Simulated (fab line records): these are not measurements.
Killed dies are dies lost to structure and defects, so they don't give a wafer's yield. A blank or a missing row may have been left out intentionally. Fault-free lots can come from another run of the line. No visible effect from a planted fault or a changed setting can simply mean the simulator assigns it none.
Chamber matching :: flow n5-finfet :: N5_BEOL_M2_VIA_ETCH_34 on rie-diel-04 has 4 sister chambers
The step etches the open film in C4F6/O2, target depth 69.4 nm, time 65.9 s. 16 wafers are shown with their chamber, then 8 later ones without.

## WAFERS, EACH WITH ITS CHAMBER
wafer: L075.1
chamber: 1
showerhead-plenum-p-Torr (Torr): 2.79
drypump-motor-current-A (A): 6.5
throttle-valve-pct (%): 31.23

wafer: L075.2
chamber: 2
showerhead-plenum-p-Torr (Torr): 2.88
drypump-motor-current-A (A): 5.4
throttle-valve-pct (%): 30.57

wafer: L075.6
chamber: 2
showerhead-plenum-p-Torr (Torr): 2.88
drypump-motor-current-A (A): 5.5
throttle-valve-pct (%): 30.59

wafer: L074.2
chamber: 1
showerhead-plenum-p-Torr (Torr): 2.79
drypump-motor-current-A (A): 6.5
throttle-valve-pct (%): 31.22

wafer: L074.3
chamber: 2
showerhead-plenum-p-Torr (Torr): 2.88
drypump-motor-current-A (A): 5.4
throttle-valve-pct (%): 30.56

wafer: L074.5
chamber: 2
showerhead-plenum-p-Torr (Torr): 2.88
drypump-motor-current-A (A): 5.5
throttle-valve-pct (%): 30.57

wafer: L076.1
chamber: 3
showerhead-plenum-p-Torr (Torr): 3.01
drypump-motor-current-A (A): 5.8
throttle-valve-pct (%): 30.75

wafer: L076.3
chamber: 0
showerhead-plenum-p-Torr (Torr): 2.81
drypump-motor-current-A (A): 5.1
throttle-valve-pct (%): 31.10

wafer: L076.6
chamber: 0
showerhead-plenum-p-Torr (Torr): 2.81
drypump-motor-current-A (A): 5.1
throttle-valve-pct (%): 31.08

wafer: L080.2
chamber: 2
showerhead-plenum-p-Torr (Torr): 2.87
drypump-motor-current-A (A): 5.5
throttle-valve-pct (%): 30.57

wafer: L080.5
chamber: 2
showerhead-plenum-p-Torr (Torr): 2.87
drypump-motor-current-A (A): 5.5
throttle-valve-pct (%): 30.58

wafer: L080.6
chamber: 1
showerhead-plenum-p-Torr (Torr): 2.79
drypump-motor-current-A (A): 6.5
throttle-valve-pct (%): 31.23

wafer: L085.1
chamber: 2
showerhead-plenum-p-Torr (Torr): 2.87
drypump-motor-current-A (A): 5.4
throttle-valve-pct (%): 30.59

wafer: L085.4
chamber: 3
showerhead-plenum-p-Torr (Torr): 3.00
drypump-motor-current-A (A): 5.9
throttle-valve-pct (%): 30.77

wafer: L085.5
chamber: 1
showerhead-plenum-p-Torr (Torr): 2.78
drypump-motor-current-A (A): 6.5
throttle-valve-pct (%): 31.24

wafer: L088.2
chamber: 3
showerhead-plenum-p-Torr (Torr): 3.00
drypump-motor-current-A (A): 5.9
throttle-valve-pct (%): 30.80

SIGNATURES (averages over the wafers above)
reading: showerhead-plenum-p-Torr
chamber 0: 2.8100
chamber 1: 2.7875
chamber 2: 2.8757
chamber 3: 3.0033
scatter within a chamber: 0.00511

reading: drypump-motor-current-A
chamber 0: 5.100
chamber 1: 6.500
chamber 2: 5.457
chamber 3: 5.867
scatter within a chamber: 0.0445

reading: throttle-valve-pct
chamber 0: 31.0900
chamber 1: 31.2300
chamber 2: 30.5757
chamber 3: 30.7733
scatter within a chamber: 0.0143
Rule: a wafer lies at a distance from a chamber equal to the root of the sum of squares, over the readings, of (its reading less the chamber's mean, divided by the reading's scatter). If the next closest chamber is less than 2 further off than the closest, the wafer can't be placed; otherwise it belongs to the closest. The scatter: the root of (the sum of the squares of (reading less its chamber's mean) over the shown wafers, divided by (wafers less chambers)).

## WAFERS WITH NO CHAMBER GIVEN
wafer: L088.3
showerhead-plenum-p-Torr (Torr): 2.80
drypump-motor-current-A (A): 5.1
throttle-valve-pct (%): 30.88

wafer: L088.5
showerhead-plenum-p-Torr (Torr): 2.78
drypump-motor-current-A (A): 6.5
throttle-valve-pct (%): 31.25

wafer: L089.1
showerhead-plenum-p-Torr (Torr): 2.86
drypump-motor-current-A (A): 5.5
throttle-valve-pct (%): 30.60

wafer: L089.3
showerhead-plenum-p-Torr (Torr): 2.80
drypump-motor-current-A (A): 5.1
throttle-valve-pct (%): 30.88

wafer: L089.4
showerhead-plenum-p-Torr (Torr): 3.00
drypump-motor-current-A (A): 5.9
throttle-valve-pct (%): 30.77

wafer: L091.1
showerhead-plenum-p-Torr (Torr): 3.00
drypump-motor-current-A (A): 5.9
throttle-valve-pct (%): 30.78

wafer: L091.2
showerhead-plenum-p-Torr (Torr): 2.80
drypump-motor-current-A (A): 5.1
throttle-valve-pct (%): 30.88

wafer: L091.4
showerhead-plenum-p-Torr (Torr): 2.86
drypump-motor-current-A (A): 5.4
throttle-valve-pct (%): 30.59

## CHAMBER TAKEN BY EACH
wafer: L088.3
from the rows above: 0
in truth: 0

wafer: L088.5
from the rows above: 1
in truth: 1

wafer: L089.1
from the rows above: 2
in truth: 2

wafer: L089.3
from the rows above: 0
in truth: 0

wafer: L089.4
from the rows above: 3
in truth: 3

wafer: L091.1
from the rows above: 3
in truth: 3

wafer: L091.2
from the rows above: 0
in truth: 0

wafer: L091.4
from the rows above: 2
in truth: 2
Placed correctly: 8 of 8. Can't be placed from these rows: 0. 0 placed wrongly.
